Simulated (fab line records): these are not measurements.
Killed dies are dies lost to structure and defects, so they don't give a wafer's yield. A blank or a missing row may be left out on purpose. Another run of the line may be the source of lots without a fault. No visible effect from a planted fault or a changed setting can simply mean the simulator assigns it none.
fab line records ; flow nand_harc ; part 2 of 2: steps 26 to 35 of 35
[record] lots = 5; wafers = 15; last_day = 24
route steps=1159 shown A_ZERO_WELL@401 A_SOURCE_PLATE@413 A_ONON_D1@424
lots with no fault: from the same line, run without faults
start_h: the number of hours between the record's first day and the start of the first shown wafer of the lot ; wait_h: hours since the lot's step before ; " the same as in the row above ; L1.1+2: one row covering several wafers at once ; - no value, or no start was given ; * or withheld: withheld ; < > ~ a bound
route shown NAME@n: NAME is a module with steps in the file, n the number in the route of the first one ; usual: the fault-free wafers' mean and standard deviation ; same: alike in all rows ; chamber/n: place in a boat ; sites: per-site readings ; _std_site: the standard deviation of these ; _edge_site: inner sites' mean taken away from outer sites' mean ; radius_mm: how far each site lies from the wafer's centre ; mask NAME#n: copy n ; behind: tool/chamber where the wafer was last shaped ; hold: reason for holding the lot/hours on hold/outcome of the hold ; device: transistor that didn't switch, given as n, p or np ; end of line: tests of these same wafers at the route's end ; a step given without rows: its recipe and nothing more ; killed: at the first sort, the dies lost to defects and structure; wafer yield is something else ; map: a wafer's dies, x killed, . not, _ none there
set.NAME: the setting the step ran with; set.NAME@STEP: the setting that earlier step ran with ; model.NAME: the simulator's own value behind a step, which no gauge read
lots seen at some steps along the route; tables by step, rows by wafer
services: from which hour (start_h, from the record's first day; less than 0 if before it) a tool's chamber was out of use, for how many hours, and why
[[steps]]
[step NHARC_A_ONON_D1_THK_MEAS_08]
[recipe] thk_meas_gauge = ellipsometry
[usual] thk_nm = 1000/11
lot.wafer;tool;chamber;start_h;wait_h;thk_nm
L076.2;film_metro-02;-;175.33;-;1012
L076.3;film_metro-02;-;175.33;-;1014
L076.5;film_metro-02;-;175.33;-;1013
L082.2;film_metro-01;-;206.65;-;999
L082.3;film_metro-01;-;206.65;-;998
L082.4;film_metro-01;-;206.65;-;997
L090.2;film_metro-02;-;256.30;-;986
L090.5;film_metro-02;-;256.30;-;986
L090.6;film_metro-02;-;256.30;-;988
L093.1;film_metro-02;-;275.18;-;991
L093.3;film_metro-02;-;275.18;-;994
L093.5;film_metro-02;-;275.18;-;996
L095.4;film_metro-01;-;285.28;-;1010
L095.5;film_metro-01;-;285.28;-;1012
L095.6;film_metro-01;-;285.28;-;1010
[step NHARC_A_ONON_D1_DEP_09]
[recipe] target_thk_a = 10000; n2_flow_sccm = 2750; n2o_flow_sccm = 2000; nh3_flow_sccm = 500; sih4_flow_sccm = 210; temp_c = 400
[usual] n2_flow_sccm = 2751/8.2; nh3_flow_sccm = 500.0/1.6
lot.wafer;tool;chamber;start_h;wait_h;n2_flow_sccm;nh3_flow_sccm
L076.2;pecvd_onon-04;0;175.44;0.1;2749;502.3
L076.3;pecvd_onon-04;0;175.44;0.1;2758;498.7
L076.5;pecvd_onon-04;0;175.44;0.1;2747;497.2
L082.2;pecvd_onon-03;0;206.76;0.1;2757;499.2
L082.3;pecvd_onon-03;0;206.76;0.1;2761;499.3
L082.4;pecvd_onon-03;0;206.76;0.1;2742;500.9
L090.2;pecvd_onon-02;0;256.42;0.1;2748;498.6
L090.5;pecvd_onon-02;0;256.42;0.1;2745;499.5
L090.6;pecvd_onon-02;0;256.42;0.1;2748;499.2
L093.1;pecvd_onon-04;0;275.24;0.1;2744;501.4
L093.3;pecvd_onon-04;0;275.24;0.1;2751;498.7
L093.5;pecvd_onon-04;0;275.24;0.1;2751;501.1
L095.4;pecvd_onon-02;0;285.64;0.4;2762;501.6
L095.5;pecvd_onon-02;0;285.64;0.4;2753;497.7
L095.6;pecvd_onon-02;0;285.64;0.4;2749;497.9
[step NHARC_A_ONON_D1_THK_MEAS_11]
[recipe] thk_meas_gauge = ellipsometry
[usual] thk_nm = 1002/10
lot.wafer;tool;chamber;start_h;wait_h;thk_nm
L076.2;film_metro-02;-;175.90;-;970
L076.3;film_metro-02;-;175.90;-;970
L076.5;film_metro-02;-;175.90;-;969
L082.2;film_metro-01;-;207.22;-;1015
L082.3;film_metro-01;-;207.22;-;1013
L082.4;film_metro-01;-;207.22;-;1017
L090.2;film_metro-01;-;256.88;-;998
L090.5;film_metro-01;-;256.88;-;998
L090.6;film_metro-01;-;256.88;-;1000
L093.1;film_metro-01;-;275.75;-;1016
L093.3;film_metro-01;-;275.75;-;1016
L093.5;film_metro-01;-;275.75;-;1015
L095.4;film_metro-02;-;285.98;-;1008
L095.5;film_metro-02;-;285.98;-;1008
L095.6;film_metro-02;-;285.98;-;1006
[step NHARC_A_ONON_D1_DEP_12]
[recipe] target_thk_a = 10000; n2_flow_sccm = 2750; n2o_flow_sccm = 2000; nh3_flow_sccm = 500; sih4_flow_sccm = 210; temp_c = 400
[usual] n2_flow_sccm = 2749/7.6; nh3_flow_sccm = 500.1/1.5
lot.wafer;tool;chamber;start_h;wait_h;n2_flow_sccm;nh3_flow_sccm
L076.2;pecvd_onon-04;0;176.01;0.1;2748;499.1
L076.3;pecvd_onon-04;0;176.01;0.1;2747;499.0
L076.5;pecvd_onon-04;0;176.01;0.1;2743;501.4
L082.2;pecvd_onon-04;0;207.33;0.1;2747;500.7
L082.3;pecvd_onon-04;0;207.33;0.1;2758;499.5
L082.4;pecvd_onon-04;0;207.33;0.1;2740;499.6
L090.2;pecvd_onon-03;0;257.15;0.3;2741;498.6
L090.5;pecvd_onon-03;0;257.15;0.3;2741;499.3
L090.6;pecvd_onon-03;0;257.15;0.3;2737;497.7
L093.1;pecvd_onon-03;0;275.80;0.1;2756;502.0
L093.3;pecvd_onon-03;0;275.80;0.1;2743;501.3
L093.5;pecvd_onon-03;0;275.80;0.1;2730;503.0
L095.4;pecvd_onon-03;0;286.21;0.2;2749;501.8
L095.5;pecvd_onon-03;0;286.21;0.2;2747;500.9
L095.6;pecvd_onon-03;0;286.21;0.2;2755;498.3
[step NHARC_A_ONON_D1_THK_MEAS_14]
[recipe] thk_meas_gauge = ellipsometry
[usual] thk_nm = 1001/8.6
lot.wafer;tool;chamber;start_h;wait_h;thk_nm
L076.2;film_metro-01;-;176.47;-;1000
L076.3;film_metro-01;-;176.47;-;998
L076.5;film_metro-01;-;176.47;-;997
L082.2;film_metro-01;-;207.81;-;995
L082.3;film_metro-01;-;207.81;-;996
L082.4;film_metro-01;-;207.81;-;992
L090.2;film_metro-02;-;257.60;-;999
L090.5;film_metro-02;-;257.60;-;997
L090.6;film_metro-02;-;257.60;-;997
L093.1;film_metro-01;-;276.33;-;1013
L093.3;film_metro-01;-;276.33;-;1013
L093.5;film_metro-01;-;276.33;-;1012
L095.4;film_metro-02;-;286.55;-;1006
L095.5;film_metro-02;-;286.55;-;1007
L095.6;film_metro-02;-;286.55;-;1005
[step NHARC_A_ONON_D1_ANNEAL_15]
[recipe] temp_c = 750; time_s = 3600
[usual] spike_tc_centre_C = 749.5/1.2
lot.wafer;tool;chamber;start_h;wait_h;spike_tc_centre_C
L076.2;furnace-05;0;179.18;2.7;748.0
L076.3;furnace-05;0;179.18;2.7;749.0
L076.5;furnace-05;0;179.18;2.7;749.9
L082.2;furnace-05;0;214.26;6.4;748.2
L082.3;furnace-05;0;214.26;6.4;748.8
L082.4;furnace-05;0;214.26;6.4;750.2
L090.2;furnace-05;0;260.12;2.5;748.6
L090.5;furnace-05;0;260.12;2.5;749.4
L090.6;furnace-05;0;260.12;2.5;750.3
L093.1;furnace-05;0;281.21;4.9;749.2
L093.3;furnace-05;0;281.21;4.9;749.7
L093.5;furnace-05;0;281.21;4.9;749.7
L095.4;furnace-03;0;290.10;3.6;751.8
L095.5;furnace-03;0;290.10;3.6;752.7
L095.6;furnace-03;0;290.10;3.6;751.4
[step NHARC_A_ONON_D1_DEP_16]
[recipe] target_thk_a = 10000; n2_flow_sccm = 2750; n2o_flow_sccm = 2000; nh3_flow_sccm = 500; sih4_flow_sccm = 210; temp_c = 400
[usual] n2_flow_sccm = 2750/8.8; nh3_flow_sccm = 499.8/1.8
lot.wafer;tool;chamber;start_h;wait_h;n2_flow_sccm;nh3_flow_sccm
L076.2;pecvd_onon-02;0;183.17;0.1;2748;499.8
L076.3;pecvd_onon-02;0;183.17;0.1;2744;499.7
L076.5;pecvd_onon-02;0;183.17;0.1;2762;499.3
L082.2;pecvd_onon-02;0;218.29;0.1;2747;497.2
L082.3;pecvd_onon-02;0;218.29;0.1;2742;498.6
L082.4;pecvd_onon-02;0;218.29;0.1;2750;499.3
L090.2;pecvd_onon-04;0;264.04;0.1;2757;501.0
L090.5;pecvd_onon-04;0;264.04;0.1;2744;497.7
L090.6;pecvd_onon-04;0;264.04;0.1;2758;499.3
L093.1;pecvd_onon-02;0;285.12;0.1;2739;499.1
L093.3;pecvd_onon-02;0;285.12;0.1;2744;500.5
L093.5;pecvd_onon-02;0;285.12;0.1;2751;497.4
L095.4;pecvd_onon-03;0;294.15;0.2;2755;497.9
L095.5;pecvd_onon-03;0;294.15;0.2;2757;498.6
L095.6;pecvd_onon-03;0;294.15;0.2;2769;498.4
[step NHARC_A_ONON_D1_THK_MEAS_18]
[recipe] thk_meas_gauge = ellipsometry
[usual] thk_nm = 1001/11
lot.wafer;tool;chamber;start_h;wait_h;thk_nm
L076.2;film_metro-02;-;183.64;-;1022
L076.3;film_metro-02;-;183.64;-;1022
L076.5;film_metro-02;-;183.64;-;1021
L082.2;film_metro-02;-;218.74;-;994
L082.3;film_metro-02;-;218.74;-;994
L082.4;film_metro-02;-;218.74;-;993
L090.2;film_metro-02;-;264.49;-;998
L090.5;film_metro-02;-;264.49;-;996
L090.6;film_metro-02;-;264.49;-;999
L093.1;film_metro-02;-;285.62;-;1004
L093.3;film_metro-02;-;285.62;-;1004
L093.5;film_metro-02;-;285.62;-;1003
L095.4;film_metro-01;-;294.48;-;978
L095.5;film_metro-01;-;294.48;-;979
L095.6;film_metro-01;-;294.48;-;981
[step NHARC_A_ONON_D1_DEP_19]
[recipe] target_thk_a = 10000; n2_flow_sccm = 2750; n2o_flow_sccm = 2000; nh3_flow_sccm = 500; sih4_flow_sccm = 210; temp_c = 400
[usual] n2_flow_sccm = 2749/7.5; nh3_flow_sccm = 499.7/1.3
lot.wafer;tool;chamber;start_h;wait_h;n2_flow_sccm;nh3_flow_sccm
L076.2;pecvd_onon-04;0;183.75;0.1;2757;498.8
L076.3;pecvd_onon-04;0;183.75;0.1;2751;498.7
L076.5;pecvd_onon-04;0;183.75;0.1;2746;498.1
L082.2;pecvd_onon-02;0;218.85;0.1;2753;501.1
L082.3;pecvd_onon-02;0;218.85;0.1;2748;500.8
L082.4;pecvd_onon-02;0;218.85;0.1;2758;501.0
L090.2;pecvd_onon-04;0;264.60;0.1;2741;501.2
L090.5;pecvd_onon-04;0;264.60;0.1;2737;499.9
L090.6;pecvd_onon-04;0;264.60;0.1;2741;499.0
L093.1;pecvd_onon-03;0;285.68;0.1;2750;498.6
L093.3;pecvd_onon-03;0;285.68;0.1;2737;499.7
L093.5;pecvd_onon-03;0;285.68;0.1;2748;499.3
L095.4;pecvd_onon-03;0;294.71;0.2;2750;497.2
L095.5;pecvd_onon-03;0;294.71;0.2;2753;499.3
L095.6;pecvd_onon-03;0;294.71;0.2;2764;498.2
[step NHARC_A_ONON_D1_THK_MEAS_21]
[recipe] thk_meas_gauge = ellipsometry
[usual] thk_nm = 1002/12
lot.wafer;tool;chamber;start_h;wait_h;thk_nm
L076.2;film_metro-02;-;184.22;-;1024
L076.3;film_metro-02;-;184.22;-;1024
L076.5;film_metro-02;-;184.22;-;1022
L082.2;film_metro-02;-;219.31;-;992
L082.3;film_metro-02;-;219.31;-;992
L082.4;film_metro-02;-;219.31;-;992
L090.2;film_metro-01;-;265.05;-;1005
L090.5;film_metro-01;-;265.05;-;1005
L090.6;film_metro-01;-;265.05;-;1003
L093.1;film_metro-01;-;286.19;-;986
L093.3;film_metro-01;-;286.19;-;987
L093.5;film_metro-01;-;286.19;-;987
L095.4;film_metro-02;-;295.05;-;984
L095.5;film_metro-02;-;295.05;-;983
L095.6;film_metro-02;-;295.05;-;984
[[services]]
tool;chamber;start_h;hours;kind
rie_si-01;-;127.00;9.0;pm
wet_bench-06;-;132.00;8.0;pm
rie_diel-10;3;140.47;2.4;repair
wet_bench-03;-;146.40;8.0;pm
pecvd_onon-03;-;153.04;13.0;pm
implanter-01;-;157.88;2.7;repair
rie_diel-10;0;157.93;1.7;repair
wet_bench-04;-;163.20;8.0;pm
implanter-02;-;168.69;3.4;repair
rie_diel-10;-;176.50;9.0;pm
pvd_sputter-02;-;195.66;9.3;repair
lpcvd_poly-04;-;211.51;3.3;repair
litho_track-03;-;213.00;7.0;pm
wet_bench-01;-;213.60;8.0;pm
rie_diel-03;-;215.30;9.0;pm
pecvd_onon-04;-;237.00;13.0;pm
implanter-02;-;246.25;2.4;repair
rie_diel-03;1;247.50;10.4;repair
pvd_sputter-02;-;249.42;1.5;repair
rie_diel-10;3;260.04;15.2;repair
wet_bench-07;-;272.00;8.0;pm
furnace-05;-;285.96;4.0;repair
rie_diel-10;3;286.49;9.2;repair
pecvd_onon-02;-;292.03;13.0;pm
